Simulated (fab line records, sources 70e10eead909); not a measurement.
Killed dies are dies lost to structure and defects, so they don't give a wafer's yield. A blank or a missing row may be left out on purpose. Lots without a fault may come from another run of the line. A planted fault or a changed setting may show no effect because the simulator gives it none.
A struck lot beside a sound one | flow nand_harc | 22 steps out of a route of 1302
Sound: wafers L795.2, L795.4, L795.5. Struck: wafers L805.2, L805.3, L805.4. The cause comes at the end.
At each step with rows: each side's tool, then ch and its chambers, then its first start. Under that, the readings that differ: sound wafers | struck wafers | difference of the means | sigmas: that difference in standard deviations of wafers without a fault.
alike: readings whose means differ by less than 2 such deviations, and words and numbers that are the same on both sides. not compared: withheld readings, readings that some wafer has no value for, bounds like >300 that may hide the same value, and numbers for which the record gives no deviation and whose values overlap.
The two part at a step that has a row with sigmas, a row that says differs or no value, or rows on one side only. Numbers that don't overlap but have no deviation are shown without sigmas and don't part them. A reading that every wafer of one side lacks parts them only if that side has two wafers or more.

NHARC_A_BLC_CVD_24: deposits W, target thk 150 nm, time 434 s.
  sound on cvd_w-02 ch 0; struck on cvd_w-01 ch 1
  reading                | sound       | struck      | difference | sigmas
  throttle_valve_pct (%) | 8.4 8.3 8.5 | 7.5 7.8 7.6 | -0.8       | -2
  alike: heater_power_outer_w, heater_power_w
  not compared: since_wet_clean_h
NHARC_A_BLC_CMP_25: polishes, t overpolish 30 s, target thk 150 nm.
  sound on cmp-03 ch 0,1,3, day 25 23:27; struck on cmp-02 ch 0,1,2, day 33 10:55
  alike: motor_current_A, overpolish_run_s, time_to_endpoint_s
then, 1 step without rows for these wafers: NHARC_A_BLC_SRD_27.
NHARC_A_BLC_INSPECT_28:
  sound on defect_inspect-02, day 25 23:53; struck on defect_inspect-01, day 33 11:19
  alike: raw_defect_count
then, 7 steps without rows for these wafers: NHARC_A_M0_DEP_00 (deposits SiOC, target thk 150 nm); NHARC_A_M0_DEHYDRATE_01 (time 120 s); NHARC_A_M0_HMDS_02 (time 30 s); NHARC_A_M0_COAT_33 (time 65 s); NHARC_A_M0_COAT_03 (resist thk 90 nm); NHARC_A_M0_SOFTBAKE_04 (time 55 s); NHARC_A_M0_EBR_05.
NHARC_A_M0_EXPOSE_06: exposes mask A M0, target cd 80 nm.
  sound on arfi_scanner-03 ch 0, day 26 00:38; struck on arfi_scanner-01 ch 0, day 33 11:57
  reading              | sound             | struck            | difference | sigmas
  exposure_dose_mJ_cm2 | 83.32 83.08 83.17 | 88.35 88.42 88.42 | +5.21      | +67
  alike: mask
then, 2 steps without rows for these wafers: NHARC_A_M0_PEB_07 (peb time 65 s); NHARC_A_M0_DEVELOP_08 (develop time 35 s).
NHARC_A_M0_CD_MEAS_09: target cd 80 nm.
  sound on cd_sem-02 ch 0, day 26 00:47; struck on cd_sem-01 ch 0
  reading    | sound          | struck         | difference | sigmas
  cd_nm (nm) | 79.4 80.8 79.8 | 84.4 83.2 83.6 | +3.7       | +5
  not compared: hold
NHARC_A_M0_OVL_MEAS_10: pitch 160 nm.
  sound on overlay-01, day 26 00:52; struck on overlay-01, day 33 13:33
  reading | sound | struck                                                                     | difference                   | sigmas
  hold    | - - - | await_dispo/1.2h/release await_dispo/1.2h/release await_dispo/1.2h/release | no value on the sound wafers |
  alike: overlay_x_nm, overlay_y_nm
NHARC_A_M0_INSPECT_11:
  sound on defect_inspect-02, day 26 00:54; struck on defect_inspect-02, day 33 13:35
  alike: raw_defect_count
NHARC_A_M0_DESCUM_14: chemistry O2, time 3 s.
  sound on rie_diel-03 ch 0,2,3, day 26 00:59; struck on rie_diel-12 ch 0,2,3, day 33 13:38
  reading               | sound             | struck            | difference | sigmas
  model.A_M0.cd_nm (nm) | 79.98 81.23 80.17 | 84.62 84.51 83.73 | +3.83      |
  alike: chamber_pressure_mTorr, drypump_motor_current_A, oes_product_au, rf_vpp_V, showerhead_plenum_p_Torr, throttle_valve_pct
  not compared: rf_hours_counter_h
NHARC_A_M0_ETCH_34: etches the open film in N2/H2, target depth 40 nm, overetch 12 nm, time 43.94 s.
  sound on rie_diel-03 ch 1,2,3, day 26 01:03; struck on rie_diel-12 ch 0,2,3, day 33 13:44
  reading               | sound             | struck            | difference | sigmas
  oes_product_au (a.u.) | 1.001 1.012 1.014 | 0.982 0.986 0.982 | -0.026     | -3
  alike: chamber_pressure_mTorr, drypump_motor_current_A, n2_flow_sccm, rf_vpp_V, showerhead_plenum_p_Torr, throttle_valve_pct
  not compared: rf_hours_counter_h
NHARC_A_M0_ETCH_15: etches the open film in C4F8/Ar, target depth 150 nm, overetch 15 nm, time 82.5 s.
  sound on rie_diel-03 ch 0,3; struck on rie_diel-12 ch 1,2,3
  reading               | sound             | struck            | difference | sigmas
  oes_product_au (a.u.) | 0.966 0.961 0.971 | 0.916 0.910 0.913 | -0.053     | -2
  model.A_M0.cd_nm (nm) | 79.8 81.66 79.91  | 84.78 84.85 84.05 | +4.10      |
  alike: chamber_pressure_mTorr, rf_vpp_V
  not compared: rf_hours_counter_h
NHARC_A_M0_CD_MEAS_16:
  sound on cd_sem-03, day 26 01:16; struck on cd_sem-03, day 33 13:56
  reading    | sound          | struck         | difference | sigmas
  cd_nm (nm) | 79.6 81.3 79.7 | 84.8 84.7 84.0 | +4.3       | +5
NHARC_END_SORT_01:
  the record has rows for the struck wafers here (prober-01 ch 0, day 34 22:14) and none for the sound ones

WHERE THEY PART
First at NHARC_A_BLC_CVD_24; last, within this record, at NHARC_END_SORT_01.

WHY: what the simulator had put in
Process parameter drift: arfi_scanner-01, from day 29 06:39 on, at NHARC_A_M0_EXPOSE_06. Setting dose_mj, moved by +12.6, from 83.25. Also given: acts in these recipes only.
